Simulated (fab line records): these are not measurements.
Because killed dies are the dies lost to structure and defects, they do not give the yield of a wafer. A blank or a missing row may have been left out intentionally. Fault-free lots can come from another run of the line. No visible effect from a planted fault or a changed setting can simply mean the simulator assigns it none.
Which of the tools did it?	flow nandHarc	33 wafers from 11 lots sampled at 6 of the route's 1302 steps

WHAT EACH GAUGE READ, for each wafer
NHARC_A_CHANNEL_HOLE_D1_INSPECT_12. Usual: rawDefectCount at 5.1, with a standard deviation of 2.8.
lot	measured	on	rawDefectCount	flag
L581	day 8 13:33	defectInspect-02	7 7 8	
L582	day 9 00:38	defectInspect-02	12 8 6	
L584	day 10 00:20	defectInspect-01	4 4 2	
L585	day 10 04:37	defectInspect-02	3 4 2	
L587	day 11 03:25	defectInspect-02	6 4 7	
L592	day 13 10:14	defectInspect-01	1 5 2	
L593	day 13 20:21	defectInspect-02	8 4 8	
L594	day 13 22:11	defectInspect-01	11 3 7	
L600	day 16 02:23	defectInspect-01	3 5 4	
L601	day 16 23:21	defectInspect-02	4 6 3	
L604	day 18 05:22	defectInspect-01	10 6 2	

NHARC_A_CHANNEL_HOLE_D1_CD_MEAS_30. Usual: cdNm at 90.5 nm, with a standard deviation of 1.3.
lot	measured	on	cdNm (nm)	flag
L581	day 8 20:20	cdSem-02	91.5 90.3 90.2	
L582	day 9 07:24	cdSem-01	91.0 89.6 90.4	
L584	day 10 11:01	cdSem-02	90.7 90.2 91.1	
L585	day 10 13:01	cdSem-02	91.7 89.1 90.1	
L587	day 11 12:38	cdSem-02	92.1 91.3 92.0	
L592	day 13 18:12	cdSem-03	0.8 0.4 0.5 1.1 0.2 0.4	OFF
L593	day 14 03:16	cdSem-01	0.3 1.8 1.1 0.2 2.0 1.2	OFF
L594	day 14 09:16	cdSem-01	90.4 90.3 89.8	
L600	day 16 09:18	cdSem-02	90.6 91.4 88.9	
L601	day 17 13:17	cdSem-02	91.0 92.0 90.1	
L604	day 18 12:48	cdSem-03	88.4 89.3 90.2	

NHARC_END_SORT_01. Usual: value, then standard deviation, for each; defectLimitedYield 91.1 % / 2.7; killedAtArray 55 / 19; killedAtOther 0.6 / 0.99; killedAtPeriphery 4.2 / 2.6; killedDies 60 / 18; killedOpen 3.4 / 1.7; killedShort 2.3 / 1.5.
lot	measured	on	defectLimitedYield (%)	killedAtArray	killedAtOther	killedAtPeriphery	killedDies	killedOpen	killedShort	flag
L581	day 24 11:37	prober-02	87.7 89.7 89.7	81 67 62	0 1 1	2 2 7	83 70 70	3 3 3	3 4 1	
L600	day 31 12:47	prober-01	93.8 93.6 95.3	36 40 29	0 0 0	6 3 3	42 43 32	5 3 5	3 3 3	
L601	day 32 19:58	prober-01	91.4 91.4 91.7	55 56 51	0 0 0	3 2 5	58 58 56	4 3 0	2 3 1	

TOOL THAT RAN EACH LOT (tool first, then ch and the chambers of the sampled wafers, then the start)
lot	NHARC_A_CHANNEL_HOLE_D1_DESCUM_15	NHARC_A_CHANNEL_HOLE_D1_ETCH_16	NHARC_A_CHANNEL_HOLE_D1_ETCH_21
L581	rieDiel-01 ch 2,3, day 8 13:37	rieDiel-01 ch 0,3, day 8 15:15 or earlier	harEtch-02 ch 1, day 8 15:15
L582	rieDiel-10 ch 1,2,3, day 9 00:43	rieDiel-10 ch 0,1,2, day 9 02:18 or earlier	harEtch-01 ch 0, day 9 02:18
L584	rieDiel-12 ch 0,1,3, day 10 00:24	rieDiel-12 ch 0,1,3, day 10 05:57 or earlier	harEtch-02 ch 0,1, day 10 05:57
L585	rieDiel-01 ch 1,2,3, day 10 04:41	rieDiel-01 ch 0,2,3, day 10 07:53 or earlier	harEtch-01 ch 0,1, day 10 07:53
L587	rieDiel-12 ch 0,1, day 11 03:28	rieDiel-12 ch 0,1,2, day 11 07:35 or earlier	harEtch-02 ch 0,1, day 11 07:35
L592	rieDiel-10 ch 0,1,2, day 13 10:19	rieDiel-10 ch 0,2,3, day 13 13:10 or earlier	harEtch-01 ch 0,1, day 13 13:10
L593	rieDiel-12 ch 1,2, day 13 20:25	rieDiel-12 ch 1,2,3, day 13 22:01 or earlier	harEtch-01 ch 0,1, day 13 22:01
L594	rieDiel-12 ch 0,3, day 13 22:14	rieDiel-12 ch 1,3, day 14 00:35 or earlier	harEtch-02 ch 0, day 14 00:35
L600	rieDiel-12 ch 0,1, day 16 02:26	rieDiel-12 ch 1,3, day 16 04:02 or earlier	harEtch-01 ch 0,1, day 16 04:02
L601	rieDiel-12 ch 0,1,3, day 16 23:26	rieDiel-12 ch 1,2,3, day 17 08:16 or earlier	harEtch-01 ch 0,1, day 17 08:16
L604	rieDiel-01 ch 0,2,3, day 18 05:25	rieDiel-01 ch 0,1, day 18 07:46 or earlier	harEtch-02 ch 0, day 18 07:46
- NHARC_A_CHANNEL_HOLE_D1_DESCUM_15: chemistry O2, time 3 s.
- NHARC_A_CHANNEL_HOLE_D1_ETCH_16: etches the open film in O2/COS, target depth 3100 nm, time 806 s.
- NHARC_A_CHANNEL_HOLE_D1_ETCH_21: etches the open film in C4F8/O2/Ar, time 514.3 s, target depth 1600 nm.

AS READ BY THE TOOLS THEMSELVES (means over the sampled wafers that have a number; for cases with no such wafer, the mark the record gives instead)
NHARC_A_CHANNEL_HOLE_D1_DESCUM_15. Usual: drypumpMotorCurrentA 5.7 A, standard deviation 0.47; oesProductAu 1.000 a.u., standard deviation 0.0089; rfVppV 57.7 V, standard deviation 0.87; showerheadPlenumPTorr 1.89 Torr, standard deviation 0.079; throttleValvePct 11.312 %, standard deviation 0.0085.
lot	tool	drypumpMotorCurrentA (A)	oesProductAu (a.u.)	rfVppV (V)	showerheadPlenumPTorr (Torr)	throttleValvePct (%)	flag
L581	rieDiel-01	5.4	0.994	56.9	1.81	11.308	
L582	rieDiel-10	5.8	1.009	58.2	1.97	11.311	
L584	rieDiel-12	6.0	1.000	57.5	1.92	11.314	
L585	rieDiel-01	5.8	0.999	57.8	1.89	11.313	
L587	rieDiel-12	6.0	0.999	57.6	1.90	11.322	
L592	rieDiel-10	6.0	1.002	58.0	1.90	11.322	
L593	rieDiel-12	5.9	0.996	58.0	1.91	11.308	
L594	rieDiel-12	6.1	1.008	57.8	1.90	11.314	
L600	rieDiel-12	6.0	0.995	57.5	1.89	11.312	
L601	rieDiel-12	6.0	0.992	57.5	1.90	11.307	
L604	rieDiel-01	5.2	0.994	56.8	1.80	11.307	

NHARC_A_CHANNEL_HOLE_D1_ETCH_16. Usual: value, then standard deviation, for each; biasW 300.0 W / 0.95; chamberPressureMTorr 20.001 mTorr / 0.019; drypumpMotorCurrentA 5.8 A / 0.47; oesProductAu 1.002 a.u. / 0.0092; rfVppV 313.7 V / 1.9; showerheadPlenumPTorr 3.09 Torr / 0.12; throttleValvePct 28.331 % / 0.0098.
lot	tool	biasW (W)	chamberPressureMTorr (mTorr)	drypumpMotorCurrentA (A)	oesProductAu (a.u.)	rfVppV (V)	showerheadPlenumPTorr (Torr)	throttleValvePct (%)	flag
L581	rieDiel-01	300.3	20.019	5.1	1.005	312.3	2.96	28.322	
L582	rieDiel-10	299.7	19.994	6.1	1.010	314.0	3.12	28.338	
L584	rieDiel-12	299.5	19.991	6.0	1.002	313.7	3.13	28.334	
L585	rieDiel-01	299.7	19.999	5.3	0.999	311.7	2.96	28.335	
L587	rieDiel-12	300.2	19.996	5.9	0.996	314.3	3.11	28.330	
L592	rieDiel-10	299.3	20.006	5.5	1.005	313.7	3.13	28.328	
L593	rieDiel-12	300.1	19.982	5.9	0.995	314.6	3.14	28.331	
L594	rieDiel-12	300.4	19.986	6.0	1.000	315.5	3.16	28.326	
L600	rieDiel-12	300.8	19.986	5.9	0.991	315.3	3.13	28.335	
L601	rieDiel-12	300.5	20.008	5.9	0.992	314.7	3.13	28.324	
L604	rieDiel-01	299.0	19.992	6.0	1.003	314.5	3.16	28.330	

NHARC_A_CHANNEL_HOLE_D1_ETCH_21. Usual: c4f8FlowSccm 89.26 sccm, standard deviation 0.3; chamberPressureMTorr 20.000 mTorr, standard deviation 0.019; drypumpMotorCurrentA 5.6 A, standard deviation 0.46; showerheadPlenumPTorr 3.65 Torr, standard deviation 0.15; throttleValvePct 32.155 %, standard deviation 0.0095.
lot	tool	c4f8FlowSccm (sccm)	chamberPressureMTorr (mTorr)	drypumpMotorCurrentA (A)	showerheadPlenumPTorr (Torr)	throttleValvePct (%)	flag
L581	harEtch-02	89.22	19.984	4.8	3.42	32.161	
L582	harEtch-01	89.06	19.996	5.6	3.60	32.161	
L584	harEtch-02	89.52	19.999	5.7	3.55	32.152	
L585	harEtch-01	89.12	19.992	5.6	3.68	32.146	
L587	harEtch-02	88.97	19.999	5.7	3.54	32.155	
L592	harEtch-01	-	-	-	-	-	OFF
L593	harEtch-01	-	-	-	-	-	OFF
L594	harEtch-02	89.04	20.007	6.1	3.59	32.157	
L600	harEtch-01	89.30	19.995	5.6	3.64	32.164	
L601	harEtch-01	88.98	19.990	5.6	3.63	32.160	
L604	harEtch-02	89.67	20.003	6.1	3.93	32.156	

THE ANSWER, worked out from the rows above alone
Rule: a lot counts as off when the mean over its wafers that have a number is more than 3 standard deviations away from the usual mean. A lot without any number at a reading at which 4 lots or more have one is off too. Where the step has rows for the other lots, those lots are counted as sound. First the gauges in route order, then the tools' own readings, where a lot's mean is used as printed above. The first step at which some lot is off is used, and at that step the reading that is off furthest; a lot without a number counts as furthest.
Off: L592, L593 (NHARC_A_CHANNEL_HOLE_D1_CD_MEAS_30, cdNm).
If a tool, at a process step before that reading, ran all the lots that are off and no sound lot after the first of them, it fits. The gauges at NHARC_A_CHANNEL_HOLE_D1_CD_MEAS_30 aren't tried: what is off there is off at NHARC_A_CHANNEL_HOLE_D1_ETCH_21 too, on other tools, and a gauge's error can't cause that. With no start given for some of its lots, NHARC_A_CHANNEL_HOLE_D1_ETCH_16 uses the hours and lot order of NHARC_A_CHANNEL_HOLE_D1_ETCH_21. Of those tried, none fits.

WHAT THE SIMULATOR HAD INSERTED
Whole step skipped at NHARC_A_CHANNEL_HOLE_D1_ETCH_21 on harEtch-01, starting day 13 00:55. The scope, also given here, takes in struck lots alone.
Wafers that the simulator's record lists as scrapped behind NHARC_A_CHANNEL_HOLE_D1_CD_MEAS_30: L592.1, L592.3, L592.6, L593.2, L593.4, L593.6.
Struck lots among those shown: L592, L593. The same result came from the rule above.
